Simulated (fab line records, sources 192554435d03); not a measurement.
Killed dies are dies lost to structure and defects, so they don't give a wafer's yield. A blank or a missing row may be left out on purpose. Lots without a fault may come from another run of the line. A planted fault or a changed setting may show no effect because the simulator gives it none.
Chamber matching | flow n5_finfet | N5_BEOL_M8_ILD_DEP_00 on pecvd-01: 3 sister chambers
The step deposits SiCOH lowk from DEMS/porogen, target thk 179.75 nm, time 33.4 s. 6 wafers are shown with their chamber, then 8 later ones without.

WAFERS WITH THEIR CHAMBER
wafer  | chamber | throttle_valve_pct (%) | heater_power_w (W)
L080.6 | 0       | 13.8                   | 323
L083.4 | 1       | 13.5                   | 267
L091.1 | 1       | 13.5                   | 276
L091.2 | 2       | 12.6                   | 330
L091.3 | 0       | 13.9                   | 352
L094.1 | 2       | 12.7                   | 301

WAFERS WITHOUT THEIR CHAMBER
wafer  | throttle_valve_pct (%) | heater_power_w (W)
L094.4 | 12.7                   | 309
L094.6 | 13.5                   | 250
L090.1 | 13.6                   | 214
L090.3 | 13.9                   | 347
L090.5 | 13.5                   | 211
L096.2 | 13.9                   | 348
L096.4 | 12.7                   | 289
L096.6 | 13.8                   | 349

WHICH CHAMBER EACH WENT THROUGH
wafer  | from the rows above | in truth
L094.4 | 2                   | 2
L094.6 | 1                   | 1
L090.1 | 1                   | 1
L090.3 | 0                   | 0
L090.5 | 1                   | 1
L096.2 | 0                   | 0
L096.4 | 2                   | 2
L096.6 | 0                   | 0
Placed correctly: 8 of 8. Can't be placed from these rows: 0. Placed wrongly: 0.
How it was worked out, from the rows above alone: a wafer's distance from a chamber is the root of the sum, over the readings, of the square of ((its reading less the chamber's mean) divided by the reading's scatter). The wafer belongs to the nearest chamber; if the next one is less than 2 further off, it can't be placed. A chamber's mean is the mean of its shown wafers. The scatter: the root of (the sum of the squares of (reading less its chamber's mean) over the shown wafers, divided by (wafers less chambers)).
